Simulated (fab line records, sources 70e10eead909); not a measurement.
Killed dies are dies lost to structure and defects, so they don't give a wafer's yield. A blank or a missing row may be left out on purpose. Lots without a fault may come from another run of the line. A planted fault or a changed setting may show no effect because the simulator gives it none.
fab line records | flow nand_harc
record lots=22 wafers=66 last_day=34
route steps=1302 shown A_CHANNEL_FILL_D1@501 A_CHANNEL_HOLE_D2@584 A_STAIRCASE@672
lots that met no fault: from a run of the same line without faults
start_h: hours from the record's first day to the start of the lot's first wafer shown | wait_h: hours since the lot's step before | " the same as in the row above | L1.1+2: a row that stands for several wafers | - no value, or no start given | * or withheld: withheld | < > ~ a bound
route shown NAME@n: a module of which the file shows steps, and the number in the route of the first | usual: mean/standard deviation of fault-free wafers | same: alike in all rows | chamber/n: place in a boat | sites: the reading at each site | _std_site: their standard deviation | _edge_site: outer sites' mean less inner sites' | radius_mm: how far each site lies from the wafer's centre | mask NAME#n: copy n | behind: the tool/chamber that last shaped the wafer | hold: why the lot was held/for how many hours/how that ended | device: the transistor (n, p or np) that didn't switch | end of line: the same wafers' tests at the end of the route | a step without rows: its recipe alone | killed: dies lost to structure and defects at the first sort, not the wafer's yield | map: a wafer's dies, x killed, . not, _ none there
set.NAME: the setting as run; set.NAME@STEP: as run at that earlier step | model.NAME: the simulator's own value behind a step, which no gauge read
steps of the route over a sample of lots; a table a step, a row a wafer
services: from which hour (start_h, from the record's first day; less than 0 if before it) a tool's chamber was out of use, for how many hours, and why
## steps
# step NHARC_A_CHANNEL_FILL_D1_STRIP_28
# recipe time_s=20 o2_flow_sccm=500 ar_flow_sccm=0 bias_w=0 chemistry=O2
# usual drypump_motor_current_A=5.9/0.46 o2_flow_sccm=500.1/1.4 oes_product_au=1.001/0.011 rf_vpp_V=57.8/0.84 showerhead_plenum_p_Torr=3.53/0.15 throttle_valve_pct=17.035/0.0086
# same time_s=20
# columns lot.wafer tool chamber start_h wait_h drypump_motor_current_A o2_flow_sccm oes_product_au rf_hours_counter_h rf_vpp_V showerhead_plenum_p_Torr throttle_valve_pct
L074.2 rie_diel-07 3 217.10 0.1 5.6 501.7 1.004 5 57.3 3.33 17.056
L074.6 " 2 " " 6.5 500.6 0.995 - 57.6 3.50 17.026
L074.5 " 3 " " 5.5 499.3 1.003 - 57.6 3.33 17.033
L075.4 rie_diel-01 2 217.10 0.1 5.4 498.8 0.998 1 57.2 3.34 17.043
L075.3 " 0 " " 6.3 501.3 0.998 1 58.3 3.66 17.036
L075.6 " 1 " " 6.1 499.6 0.995 - 57.8 3.66 17.042
L076.4 rie_diel-08 2 237.22 0.1 6.4 501.1 1.019 2 59.1 3.70 17.042
L076.3 " 1 " " 5.9 498.7 0.999 2 58.2 3.48 17.039
L076.6 " 2 " " 6.4 500.8 1.010 - 58.5 3.70 17.050
L077.3 rie_diel-07 3 240.98 0.1 5.6 503.4 1.012 7 58.2 3.33 17.039
L077.2 " 1 " " 6.2 499.2 1.014 6 57.1 3.38 17.037
L077.5 " 0 " " 5.6 498.7 1.020 - 57.8 3.75 17.026
L078.4 rie_diel-07 0 248.12 0.1 5.6 500.2 1.011 7 57.2 3.75 17.038
L078.1 " 2 " " 6.5 502.7 1.003 7 58.0 3.50 17.028
L078.5 " 0 " " 5.6 500.1 1.022 - 59.7 3.75 17.048
L080.3 rie_diel-01 0 263.25 0.1 6.3 502.6 1.002 5 57.8 3.66 17.042
L080.5 " 2 " " 5.4 498.9 1.003 - 56.0 3.34 17.041
L080.6 " 3 " " 6.1 499.6 0.999 - 58.1 3.74 17.043
L079.2 rie_diel-07 2 263.26 0.1 6.5 500.0 0.993 7 57.7 3.50 17.056
L079.5 " 3 " " 5.5 498.6 1.019 - 58.1 3.33 17.035
L079.6 " 0 " " 5.6 500.3 1.030 - 58.5 3.75 17.041
L081.3 rie_diel-07 1 282.75 0.1 6.2 501.8 1.014 9 57.4 3.38 17.026
L081.2 " 0 " " 5.6 498.8 1.025 9 57.5 3.75 17.024
L081.5 " 1 " " 6.2 499.2 1.018 - 57.7 3.38 17.036
L082.4 rie_diel-08 3 294.87 0.1 5.0 501.2 0.999 5 57.8 3.58 17.046
L082.1 " 1 " " 5.9 498.3 0.981 5 58.2 3.48 17.045
L082.6 " 2 " " 6.3 500.1 1.015 - 58.3 3.70 17.034
L083.1 rie_diel-07 2 303.88 0.1 6.5 498.6 0.978 0 57.1 3.50 17.044
L083.6 " 2 " " 6.5 500.2 0.993 - 56.8 3.50 17.044
L083.5 " 3 " " 5.6 503.0 1.012 - 57.1 3.33 17.026
L084.1 rie_diel-08 0 311.48 0.1 5.1 499.7 0.984 5 57.9 3.43 17.051
L084.3 " 2 " " 6.4 497.4 0.992 5 58.3 3.70 17.026
L084.5 " 0 " " 5.1 498.6 0.988 - 58.1 3.43 17.054
L086.3 rie_diel-01 0 328.16 0.1 6.3 499.6 0.995 9 58.2 3.66 17.033
L086.4 " 1 " " 6.1 500.5 1.008 7 58.7 3.65 17.030
L086.1 " 3 " " 6.0 501.3 0.986 9 59.2 3.74 17.019
L085.2 rie_diel-08 3 328.16 0.1 5.0 500.7 0.991 6 58.0 3.58 17.034
L085.4 " 0 " " 5.1 498.7 0.994 6 59.5 3.42 17.042
L085.6 " 1 " " 5.9 498.5 0.984 - 58.2 3.48 17.037
L087.4 rie_diel-07 1 359.54 0.1 6.2 502.0 1.010 3 57.3 3.38 17.037
L087.2 " 3 " " 5.5 498.7 1.001 3 58.5 3.33 17.022
L087.6 " 2 " " 6.5 500.3 0.994 - 57.3 3.50 17.037
L089.4 rie_diel-01 1 367.61 0.1 6.1 498.6 1.000 8 57.7 3.65 17.037
L089.6 " 3 " " 6.1 497.1 0.991 - 58.4 3.73 17.041
L089.5 " 0 " " 6.3 498.7 1.004 - 57.6 3.66 17.033
L088.1 rie_diel-07 0 367.62 0.1 5.6 498.1 0.997 4 59.8 3.75 17.043
L088.2 " 1 " " 6.2 497.1 1.008 4 57.2 3.38 17.037
L088.5 " 2 " " 6.5 498.5 0.991 - 58.0 3.50 17.038
L090.4 rie_diel-07 1 379.00 0.1 6.2 500.3 0.998 5 57.6 3.38 17.027
L090.1 " 2 " " 6.5 499.4 0.987 6 57.4 3.50 17.024
L090.5 " 1 " " 6.2 501.4 0.996 - 56.6 3.38 17.048
L091.4 rie_diel-07 3 388.57 0.1 5.6 499.4 1.002 5 56.7 3.33 17.034
L091.1 " 1 " " 6.2 501.5 1.012 6 58.8 3.38 17.035
L091.5 " 2 " " 6.5 499.1 0.998 - 57.0 3.50 17.040
L092.2 rie_diel-08 2 388.62 0.1 6.4 501.2 1.021 0 56.6 3.70 17.044
L092.1 " 3 " " 5.0 499.2 1.027 1 58.8 3.58 17.023
L092.6 " 2 " " 6.4 500.1 1.007 - 59.1 3.69 17.033
L093.2 rie_diel-01 0 395.64 0.1 6.3 500.8 0.996 0 59.0 3.66 17.023
L093.3 " 2 " " 5.4 502.4 0.985 0 56.2 3.33 17.035
L093.6 " 0 " " 6.3 500.5 1.001 - 57.6 3.66 17.037
L095.3 rie_diel-07 3 431.73 0.1 5.6 500.0 0.985 8 58.2 3.33 17.032
L095.2 " 0 " " 5.6 499.7 0.998 9 57.8 3.74 17.043
L095.6 " 3 " " 5.6 499.1 1.003 - 57.4 3.33 17.035
L096.4 rie_diel-07 2 438.68 0.1 6.5 500.4 1.001 10 57.4 3.50 17.024
L096.3 " 1 " " 6.2 499.9 1.003 9 56.4 3.37 17.023
L096.5 " 2 " " 6.5 499.5 0.990 - 56.6 3.50 17.032
# step NHARC_A_CHANNEL_FILL_D1_INSPECT_13
# usual raw_defect_count=332/140
# columns lot.wafer tool chamber start_h wait_h raw_defect_count
L075.3 defect_inspect-02 - 240.84 0.0 298
L075.4 " - " " 304
L075.6 " - " " 310
L074.2 defect_inspect-02 - 244.80 0.0 280
L074.5 " - " " 304
L074.6 " - " " 350
L077.2 defect_inspect-02 - 265.19 0.0 577
L077.3 " - " " 295
L077.5 " - " " 797
L076.3 defect_inspect-01 - 265.19 0.0 299
L076.4 " - " " 330
L076.6 " - " " 261
L078.1 defect_inspect-02 - 271.92 0.0 394
L078.4 " - " " 586
L078.5 " - " " 790
L080.3 defect_inspect-02 - 286.75 0.0 222
L080.5 " - " " 206
L080.6 " - " " 345
L079.2 defect_inspect-01 - 286.76 0.0 280
L079.5 " - " " 115
L079.6 " - " " 129
L081.2 defect_inspect-02 - 306.24 0.0 388
L081.3 " - " " 343
L081.5 " - " " 434
L082.1 defect_inspect-02 - 319.93 0.0 405
L082.4 " - " " 373
L082.6 " - " " 271
L083.1 defect_inspect-02 - 335.31 0.0 282
L083.5 " - " " 446
L083.6 " - " " 362
L084.1 defect_inspect-02 - 340.09 0.0 315
L084.3 " - " " 153
L084.5 " - " " 385
L086.1 defect_inspect-02 - 351.62 0.0 473
L086.3 " - " " 433
L086.4 " - " " 375
L085.2 defect_inspect-01 - 351.62 0.0 321
L085.4 " - " " 297
L085.6 " - " " 474
L087.2 defect_inspect-02 - 384.97 0.0 371
L087.4 " - " " 255
L087.6 " - " " 244
L088.1 defect_inspect-02 - 391.26 0.0 279
L088.2 " - " " 318
L088.5 " - " " 212
L089.4 defect_inspect-01 - 391.27 0.0 381
L089.5 " - " " 206
L089.6 " - " " 274
L090.1 defect_inspect-02 - 404.51 0.0 485
L090.4 " - " " 363
L090.5 " - " " 164
L092.1 defect_inspect-01 - 412.25 0.0 472
L092.2 " - " " 489
L092.6 " - " " 229
L091.1 defect_inspect-02 - 412.25 0.0 106
L091.4 " - " " 256
L091.5 " - " " 216
L093.2 defect_inspect-01 - 419.48 0.0 637
L093.3 " - " " 377
L093.6 " - " " 249
L095.2 defect_inspect-02 - 457.97 0.0 278
L095.3 " - " " 253
L095.6 " - " " 492
L096.3 defect_inspect-02 - 464.47 0.0 292
L096.4 " - " " 189
L096.5 " - " " 284
# step NHARC_A_CHANNEL_HOLE_D2_INSPECT_12
# usual raw_defect_count=33/24
# columns lot.wafer tool chamber start_h wait_h raw_defect_count
L075.3 defect_inspect-02 - 292.62 0.0 75
L075.4 " - " " 45
L075.6 " - " " 45
L074.2 defect_inspect-01 - 292.77 0.0 6
L074.5 " - " " 0
L074.6 " - " " 6
L076.3 defect_inspect-02 - 319.29 0.0 58
L076.4 " - " " 65
L076.6 " - " " 57
L077.2 defect_inspect-01 - 319.49 0.0 61
L077.3 " - " " 53
L077.5 " - " " 64
L078.1 defect_inspect-02 - 324.92 0.0 8
L078.4 " - " " 7
L078.5 " - " " 8
L079.2 defect_inspect-01 - 338.53 0.0 13
L079.5 " - " " 8
L079.6 " - " " 8
L080.3 defect_inspect-02 - 338.85 0.0 56
L080.5 " - " " 57
L080.6 " - " " 62
L081.2 defect_inspect-02 - 357.23 0.0 55
L081.3 " - " " 57
L081.5 " - " " 68
L082.1 defect_inspect-02 - 372.53 0.0 58
L082.4 " - " " 63
L082.6 " - " " 71
L083.1 defect_inspect-01 - 388.70 0.0 62
L083.5 " - " " 56
L083.6 " - " " 63
L084.1 defect_inspect-02 - 389.64 0.0 11
L084.3 " - " " 12
L084.5 " - " " 12
L085.2 defect_inspect-02 - 410.33 0.0 10
L085.4 " - " " 8
L085.6 " - " " 12
L086.1 defect_inspect-01 - 410.65 0.0 52
L086.3 " - " " 61
L086.4 " - " " 51
L087.2 defect_inspect-02 - 435.48 0.0 62
L087.4 " - " " 52
L087.6 " - " " 65
L088.1 defect_inspect-02 - 443.46 0.0 21
L088.2 " - " " 14
L088.5 " - " " 18
L089.4 defect_inspect-01 - 445.10 0.0 68
L089.5 " - " " 53
L089.6 " - " " 47
L090.1 defect_inspect-02 - 458.89 0.0 19
L090.4 " - " " 18
L090.5 " - " " 23
L091.1 defect_inspect-02 - 465.86 0.1 16
L091.4 " - " " 12
L091.5 " - " " 14
L092.1 defect_inspect-01 - 466.21 0.0 56
L092.2 " - " " 58
L092.6 " - " " 51
L093.2 defect_inspect-02 - 466.71 0.0 23
L093.3 " - " " 24
L093.6 " - " " 16
L095.2 defect_inspect-01 - 512.09 0.0 29
L095.3 " - " " 20
L095.6 " - " " 31
L096.3 defect_inspect-02 - 524.74 0.0 1
L096.4 " - " " 6
L096.5 " - " " 1
# step NHARC_A_CHANNEL_HOLE_D2_ETCH_23
# recipe bias_v=5000 source_w=withheld pressure_mtorr=20 time_s=819 ar_flow_sccm=375 c4f8_flow_sccm=89.3 o2_flow_sccm=35.7 temp_c=-20 target_depth_a=16000 chemistry=C4F8/O2/Ar
# usual drypump_motor_current_A=6.02/0.13 o2_flow_sccm=35.68/0.1 oes_air_line_au=1.000/0.019 showerhead_plenum_p_Torr=3.677/0.03 throttle_valve_pct=32.154/0.0089
# same time_s=819
# columns lot.wafer tool chamber start_h wait_h drypump_motor_current_A o2_flow_sccm oes_air_line_au rf_hours_counter_h showerhead_plenum_p_Torr throttle_valve_pct
L075.3 har_etch-02 1 295.52 0.5 6.17 35.62 0.968 - 3.733 32.162
L075.4 " 0 " " 5.96 35.82 0.998 - 3.732 32.146
L075.6 " 1 " " 6.17 35.72 0.984 - 3.732 32.158
L074.2 har_etch-01 0 296.57 0.5 6.08 35.71 1.014 151 3.698 32.157
L074.5 " 1 " " 5.86 35.53 0.992 - 3.699 32.156
L074.6 " 0 " " 6.08 35.78 1.006 - 3.699 32.159
L076.4 har_etch-01 1 324.20 0.5 5.85 35.51 1.001 - 3.691 32.167
L076.3 " 0 " " 6.10 35.54 1.010 - 3.690 32.160
L076.6 " 0 " " 6.09 35.56 0.984 - 3.691 32.152
L077.2 har_etch-01 0 328.14 0.5 6.09 35.48 0.995 170 3.689 32.154
L077.3 " 1 " " 5.82 35.49 1.003 - 3.688 32.143
L077.5 " 1 " " 5.82 35.38 1.027 - 3.689 32.151
L078.1 har_etch-01 0 332.31 0.5 6.10 35.67 0.992 174 3.687 32.155
L078.4 " 0 " " 6.10 35.62 0.992 - 3.686 32.141
L078.5 " 0 " " 6.09 35.59 0.996 - 3.686 32.167
L079.2 har_etch-02 1 342.87 1.0 6.20 35.69 0.971 - 3.721 32.149
L079.5 " 1 " " 6.18 35.73 0.976 - 3.721 32.148
L079.6 " 1 " " 6.19 35.66 0.988 - 3.722 32.148
L080.3 har_etch-01 0 344.81 0.5 6.08 35.59 1.042 - 3.680 32.156
L080.6 " 1 " " 5.83 35.70 0.985 - 3.680 32.166
L080.5 " 0 " " 6.08 35.55 1.016 - 3.680 32.157
L081.2 har_etch-01 0 362.70 0.5 6.09 35.67 1.000 197 3.673 32.154
L081.3 " 1 " " 5.87 35.74 1.031 - 3.674 32.162
L081.5 " 0 " " 6.08 35.67 0.968 - 3.674 32.160
L082.1 har_etch-02 1 375.20 0.5 6.19 35.63 0.974 396 3.712 32.156
L082.4 " 0 " " 5.95 35.85 0.983 - 3.712 32.162
L082.6 " 0 " " 5.96 35.72 0.987 - 3.712 32.151
L083.1 har_etch-02 1 397.62 0.5 6.20 35.54 0.968 1 3.709 32.147
L083.5 " 0 " " 5.98 35.75 1.014 - 3.710 32.178
L083.6 " 1 " " 6.21 35.85 1.019 - 3.710 32.153
L084.1 har_etch-02 1 401.67 0.5 6.18 35.65 0.985 5 3.707 32.156
L084.3 " 1 " " 6.19 35.63 0.987 - 3.708 32.145
L084.5 " 1 " " 6.18 35.65 1.003 - 3.707 32.151
L085.2 har_etch-02 0 413.86 0.5 6.00 35.78 0.999 17 3.701 32.144
L085.4 " 1 " " 6.19 35.80 1.006 - 3.701 32.164
L085.6 " 1 " " 6.20 35.60 1.012 - 3.701 32.156
L086.1 har_etch-01 1 416.06 0.5 5.87 35.68 1.031 231 3.655 32.147
L086.4 " 0 " " 6.10 35.62 1.013 - 3.655 32.152
L086.3 " 1 " " 5.86 35.54 1.041 - 3.655 32.151
L087.2 har_etch-02 1 438.26 0.5 6.20 35.64 1.032 29 3.694 32.165
L087.4 " 1 " " 6.20 35.65 0.989 - 3.695 32.154
L087.6 " 1 " " 6.20 35.66 0.986 - 3.695 32.145
L088.1 har_etch-01 0 446.15 0.5 6.09 35.90 1.000 242 3.649 32.152
L088.2 " 1 " " 5.86 35.75 1.004 242 3.649 32.152
L088.5 " 1 " " 5.84 35.64 1.022 - 3.649 32.161
L089.4 har_etch-01 1 450.63 0.5 5.86 35.50 0.991 - 3.647 32.167
L089.6 " 0 " " 6.07 35.83 0.990 - 3.647 32.150
L089.5 " 1 " " 5.85 35.44 0.957 - 3.647 32.154
L090.1 har_etch-01 0 461.69 0.5 6.07 35.87 0.970 254 3.643 32.169
L090.4 " 1 " " 5.84 35.62 1.014 - 3.643 32.162
L090.5 " 0 " " 6.07 35.62 0.976 - 3.643 32.158
L091.1 har_etch-01 1 468.66 0.5 5.85 35.84 0.977 258 3.641 32.146
L091.4 " 0 " " 6.11 35.48 1.003 - 3.640 32.148
L091.5 " 1 " " 5.87 35.84 0.996 - 3.641 32.136
L092.1 har_etch-02 1 469.48 0.5 6.20 35.71 0.981 47 3.684 32.168
L092.2 " 0 " " 5.99 35.70 1.007 47 3.685 32.136
L092.6 " 1 " " 6.22 35.76 1.007 - 3.684 32.164
L093.2 har_etch-01 1 472.74 0.5 5.84 35.85 0.962 262 3.639 32.175
L093.3 " 1 " " 5.85 35.80 0.972 - 3.638 32.158
L093.6 " 0 " " 6.07 35.53 0.987 - 3.639 32.148
L095.2 har_etch-02 0 514.89 0.5 5.99 35.80 0.991 74 3.670 32.140
L095.3 " 1 " " 6.18 35.76 0.979 - 3.670 32.146
L095.6 " 1 " " 6.19 35.66 0.979 - 3.670 32.144
L096.3 har_etch-02 0 530.23 0.5 5.98 35.62 1.007 - 3.666 32.156
L096.4 " 1 " " 6.21 35.68 1.002 - 3.666 32.155
L096.5 " 1 " " 6.16 35.61 1.015 - 3.666 32.156
# step NHARC_A_CHANNEL_HOLE_D2_ETCH_24
# recipe bias_v=5000 source_w=withheld pressure_mtorr=20 time_s=906.2 ar_flow_sccm=375 c4f8_flow_sccm=93.8 o2_flow_sccm=31.2 temp_c=-20 target_depth_a=15000 chemistry=C4F8/O2/Ar
# usual drypump_motor_current_A=6.02/0.13 o2_flow_sccm=31.20/0.079 oes_air_line_au=1.002/0.021 showerhead_plenum_p_Torr=3.672/0.03 throttle_valve_pct=32.234/0.0082
# same time_s=906.2
# columns lot.wafer tool chamber start_h wait_h drypump_motor_current_A o2_flow_sccm oes_air_line_au rf_hours_counter_h showerhead_plenum_p_Torr throttle_valve_pct
L075.3 har_etch-02 1 296.25 0.6 6.20 31.25 1.008 - 3.727 32.222
L075.4 " 0 " " 6.00 31.25 1.042 - 3.728 32.233
L075.6 " 1 " " 6.17 31.23 0.989 - 3.728 32.221
L074.2 har_etch-01 0 297.27 0.6 6.08 31.10 1.006 152 3.694 32.228
L074.5 " 1 " " 5.85 31.21 1.011 - 3.693 32.233
L074.6 " 0 " " 6.10 31.11 1.047 - 3.694 32.240
L076.4 har_etch-01 1 324.91 0.6 5.85 31.11 1.017 - 3.685 32.229
L076.3 " 0 " " 6.08 31.13 1.030 - 3.685 32.227
L076.6 " 0 " " 6.10 31.16 1.049 - 3.685 32.220
L077.2 har_etch-01 0 328.83 0.6 6.07 31.27 0.989 170 3.683 32.238
L077.3 " 1 " " 5.85 31.19 1.011 - 3.684 32.240
L077.5 " 1 " " 5.85 31.18 1.023 - 3.683 32.235
L078.1 har_etch-01 0 333.01 0.6 6.10 31.23 1.022 174 3.681 32.240
L078.4 " 0 " " 6.09 31.18 1.009 - 3.681 32.247
L078.5 " 0 " " 6.09 31.27 1.018 - 3.681 32.250
L079.2 har_etch-02 1 344.27 1.2 6.19 31.12 1.034 - 3.716 32.237
L079.5 " 1 " " 6.17 31.03 1.016 - 3.716 32.243
L079.6 " 1 " " 6.16 31.05 1.023 - 3.716 32.251
L080.3 har_etch-01 0 345.54 0.6 6.09 31.25 0.983 - 3.675 32.225
L080.6 " 1 " " 5.87 31.14 0.998 - 3.675 32.233
L080.5 " 0 " " 6.08 31.29 0.965 - 3.675 32.232
L081.2 har_etch-01 0 363.41 0.6 6.08 31.24 0.980 197 3.669 32.233
L081.3 " 1 " " 5.84 31.22 0.970 - 3.669 32.230
L081.5 " 0 " " 6.07 31.21 1.043 - 3.668 32.221
L082.1 har_etch-02 1 375.89 0.6 6.22 31.14 1.016 396 3.706 32.235
L082.4 " 0 " " 5.99 31.19 0.970 - 3.707 32.232
L082.6 " 0 " " 5.99 31.19 1.009 - 3.707 32.227
L083.1 har_etch-02 1 398.31 0.6 6.22 31.33 0.991 2 3.704 32.231
L083.5 " 0 " " 5.98 31.24 0.999 - 3.705 32.226
L083.6 " 1 " " 6.21 31.27 0.989 - 3.704 32.246
L084.1 har_etch-02 1 402.36 0.6 6.19 31.29 0.992 6 3.702 32.221
L084.3 " 1 " " 6.21 31.17 1.006 - 3.703 32.240
L084.5 " 1 " " 6.17 31.18 0.994 - 3.702 32.238
L085.2 har_etch-02 0 414.57 0.6 6.00 31.20 1.005 17 3.696 32.240
L085.4 " 1 " " 6.20 31.27 1.004 - 3.696 32.242
L085.6 " 1 " " 6.18 31.33 1.009 - 3.696 32.228
L086.1 har_etch-01 1 416.76 0.6 5.83 31.09 0.987 231 3.651 32.234
L086.4 " 0 " " 6.09 31.09 0.996 - 3.650 32.242
L086.3 " 1 " " 5.82 31.11 1.022 - 3.650 32.228
L087.2 har_etch-02 1 438.97 0.6 6.20 31.40 0.992 29 3.690 32.236
L087.4 " 1 " " 6.19 31.35 0.969 - 3.690 32.228
L087.6 " 1 " " 6.20 31.43 0.993 - 3.690 32.225
L088.1 har_etch-01 0 446.84 0.6 6.07 31.13 1.009 243 3.644 32.241
L088.2 " 1 " " 5.84 31.07 1.000 243 3.644 32.234
L088.5 " 1 " " 5.82 31.08 1.019 - 3.644 32.238
L089.4 har_etch-01 1 451.35 0.6 5.85 31.21 0.993 - 3.642 32.238
L089.6 " 0 " " 6.09 31.18 0.984 - 3.642 32.217
L089.5 " 1 " " 5.83 31.23 1.015 - 3.642 32.248
L090.1 har_etch-01 0 462.40 0.6 6.10 31.05 0.987 254 3.638 32.230
L090.4 " 1 " " 5.83 31.23 0.994 - 3.638 32.226
L090.5 " 0 " " 6.09 31.10 1.020 - 3.638 32.236
L091.1 har_etch-01 1 469.37 0.6 5.87 31.18 0.983 258 3.636 32.235
L091.4 " 0 " " 6.09 31.18 1.017 - 3.636 32.240
L091.5 " 1 " " 5.86 31.18 0.997 - 3.636 32.246
L092.1 har_etch-02 1 470.18 0.6 6.20 31.10 0.985 48 3.679 32.237
L092.2 " 0 " " 5.97 31.18 1.002 48 3.679 32.236
L092.6 " 1 " " 6.22 31.07 0.976 - 3.680 32.244
L093.2 har_etch-01 1 473.43 0.6 5.86 31.29 0.968 262 3.634 32.230
L093.3 " 1 " " 5.84 31.16 0.945 - 3.633 32.236
L093.6 " 0 " " 6.09 31.04 1.008 - 3.634 32.234
L095.2 har_etch-02 0 515.59 0.6 6.00 31.29 0.985 75 3.665 32.224
L095.3 " 1 " " 6.18 31.29 1.047 - 3.665 32.234
L095.6 " 1 " " 6.20 31.11 1.038 - 3.665 32.243
L096.3 har_etch-02 0 530.96 0.6 5.96 31.25 1.002 - 3.662 32.235
L096.4 " 1 " " 6.18 31.22 0.994 - 3.661 32.224
L096.5 " 1 " " 6.20 31.20 1.005 - 3.661 32.234
# step NHARC_A_STAIRCASE_TRIM_16
# recipe time_s=211.2 o2_flow_sccm=500 ar_flow_sccm=0 bias_w=0 chemistry=O2
# usual drypump_motor_current_A=5.8/0.49 o2_flow_sccm=499.9/1.6 oes_product_au=1.006/0.0098 rf_vpp_V=57.9/0.96 showerhead_plenum_p_Torr=3.57/0.16 throttle_valve_pct=17.036/0.0074
# same time_s=211.2
# columns lot.wafer tool chamber start_h wait_h drypump_motor_current_A o2_flow_sccm oes_product_au rf_hours_counter_h rf_vpp_V showerhead_plenum_p_Torr throttle_valve_pct
L074.2 rie_diel-09 1 - - 5.8 499.2 1.006 6 59.0 3.80 17.032
L074.6 " 3 " " 6.0 500.6 1.020 - 56.5 3.29 17.018
L074.5 " 0 " " 4.9 500.1 1.009 - 57.2 3.53 17.039
L075.4 rie_diel-09 0 - - 5.0 500.4 1.001 9 57.0 3.53 17.033
L075.3 " 1 " " 5.8 500.1 1.020 9 57.6 3.80 17.032
L075.6 " 0 " " 4.9 502.1 1.012 - 55.6 3.53 17.038
L076.3 rie_diel-06 3 - - 6.4 498.9 0.998 21 57.5 3.47 17.022
L076.4 " 0 " " 5.8 499.6 1.000 20 59.0 3.55 17.055
L076.6 " 3 " " 6.5 499.5 1.003 - 57.4 3.47 17.035
L077.2 rie_diel-09 3 - - 6.0 499.4 1.005 18 57.9 3.28 17.052
L077.3 " 0 " " 4.9 499.8 1.010 18 57.7 3.52 17.028
L077.5 " 3 " " 6.0 499.2 1.000 - 55.9 3.28 17.033
L078.4 rie_diel-06 3 - - 6.5 502.0 1.013 23 58.3 3.47 17.045
L078.1 " 0 " " 5.8 500.1 1.001 22 56.8 3.55 17.032
L078.5 " 3 " " 6.4 499.9 0.998 - 56.6 3.47 17.040
L080.3 rie_diel-09 2 - - 6.2 499.0 1.006 23 57.2 3.50 17.048
L080.6 " 1 " " 5.8 502.3 1.025 - 58.5 3.79 17.042
L080.5 " 2 " " 6.2 499.6 0.999 - 58.3 3.50 17.030
L079.2 rie_diel-13 1 - - 5.3 497.3 1.010 18 58.2 3.58 17.044
L079.6 " 3 " " 6.4 502.9 1.004 - 56.6 3.36 17.036
L079.5 " 0 " " 5.1 499.4 0.997 - 57.6 3.74 17.045
L081.3 rie_diel-13 0 - - 5.1 499.7 0.997 22 58.4 3.73 17.035
L081.2 " 1 " " 5.3 500.5 0.998 23 57.8 3.58 17.040
L081.5 " 3 " " 6.4 498.7 0.992 - 57.2 3.36 17.038
L082.1 rie_diel-13 2 - - 5.1 498.6 1.004 29 57.4 3.64 17.039
L082.4 " 3 " " 6.4 498.8 0.993 30 58.4 3.35 17.030
L082.6 " 1 " " 5.4 497.3 0.996 - 58.3 3.58 17.041
L083.1 rie_diel-09 2 - - 6.2 501.6 1.011 37 56.9 3.49 17.035
L083.5 " 1 " " 5.8 498.2 1.031 - 57.9 3.79 17.032
L083.6 " 2 " " 6.2 501.0 1.001 - 58.2 3.49 17.044
L084.1 rie_diel-06 0 - - 5.8 500.6 1.020 41 60.1 3.54 17.047
L084.3 " 1 " " 6.0 497.3 1.001 41 59.5 3.59 17.030
L084.5 " 2 " " 5.2 501.8 0.991 - 58.7 3.76 17.043
L086.3 rie_diel-09 2 - - 6.2 500.6 1.006 46 58.6 3.49 17.042
L086.1 " 3 " " 6.0 500.9 1.014 53 55.1 3.26 17.037
L086.4 " 3 " " 6.0 503.4 1.012 - 57.6 3.26 17.034
L085.2 rie_diel-09 2 - - 6.2 501.5 0.999 46 58.0 3.49 17.032
L085.4 " 3 " " 6.0 499.2 1.012 - 55.3 3.26 17.037
L085.6 " 1 " " 5.9 500.1 1.016 - 58.9 3.78 17.026
L087.4 rie_diel-09 1 - - 5.8 503.4 1.025 52 57.6 3.78 17.034
L087.2 " 3 " " 5.9 500.4 1.004 59 57.1 3.26 17.037
L087.6 " 0 " " 4.9 500.9 1.018 - 57.0 3.51 17.027
L088.2 rie_diel-06 2 - - 5.2 496.9 1.007 3 59.3 3.75 17.042
L088.1 " 0 " " 5.8 502.8 1.014 2 57.2 3.53 17.036
L088.5 " 2 " " 5.2 498.5 0.997 - 59.1 3.75 17.036
L089.4 rie_diel-06 1 - - 5.9 500.1 0.998 9 57.3 3.58 17.042
L089.5 " 2 " " 5.2 500.7 0.992 - 57.8 3.75 17.027
L089.6 " 3 " " 6.5 500.9 1.008 - 57.5 3.45 17.034
L090.1 rie_diel-09 2 - - 6.2 498.3 1.011 4 59.2 3.48 17.033
L090.4 " 3 " " 6.0 500.1 1.018 4 58.6 3.81 17.039
L090.5 " 1 " " 5.8 500.3 1.027 - 59.5 3.78 17.046
L092.1 rie_diel-06 0 - - 5.8 501.3 1.010 16 58.3 3.52 17.042
L092.2 " 1 " " 6.0 499.3 1.017 17 58.9 3.58 17.053
L092.6 " 0 " " 5.8 501.5 1.008 - 57.9 3.52 17.036
L091.4 rie_diel-06 0 - - 5.8 500.9 1.013 16 57.6 3.52 17.030
L091.1 " 1 " " 5.9 499.7 1.011 17 56.6 3.58 17.039
L091.5 " 0 " " 5.8 498.2 1.015 - 57.6 3.52 17.042
L093.2 rie_diel-09 2 - - 6.2 499.7 1.006 12 57.6 3.48 17.046
L093.3 " 0 " " 5.0 499.7 0.991 9 58.2 3.50 17.037
L093.6 " 2 " " 6.2 498.2 1.004 - 57.0 3.48 17.022
L095.3 rie_diel-09 1 - - 5.8 499.5 1.013 22 59.5 3.76 17.032
L095.2 " 2 " " 6.2 499.0 1.014 24 57.0 3.47 17.027
L095.6 " 2 " " 6.2 501.6 1.000 - 58.9 3.47 17.037
L096.4 rie_diel-09 1 - - 5.8 497.2 1.015 25 58.7 3.76 17.031
L096.3 " 2 " " 6.2 496.6 0.998 27 57.7 3.47 17.017
L096.5 " 0 " " 4.9 502.8 0.988 - 58.7 3.49 17.034
## services
# columns tool chamber start_h hours kind
rie_diel-09 1 197.35 3.9 repair
rie_diel-09 0 198.03 3.8 repair
rie_diel-09 2 208.66 46.3 repair
rie_diel-09 2 260.02 6.7 repair
rie_diel-06 1 273.39 2.7 repair
rie_diel-07 - 294.48 9.0 pm
rie_diel-06 1 296.24 1.5 repair
rie_diel-06 - 307.85 9.0 pm
rie_diel-09 - 320.23 9.0 pm
har_etch-02 - 327.22 4.0 repair
rie_diel-07 0 341.47 5.5 repair
rie_diel-07 3 361.73 7.6 repair
har_etch-02 - 379.07 17.0 pm
rie_diel-09 2 403.14 7.8 repair
rie_diel-07 3 405.58 4.2 repair
rie_diel-06 3 422.45 7.5 repair
rie_diel-07 1 425.00 5.5 repair
rie_diel-09 2 427.96 6.4 repair
rie_diel-09 0 459.93 16.0 repair
rie_diel-07 - 471.64 9.0 pm
rie_diel-09 - 497.23 9.0 pm
rie_diel-07 2 515.71 7.9 repair
rie_diel-07 2 526.90 1.2 repair
rie_diel-07 0 541.29 7.0 repair
## key
fault none
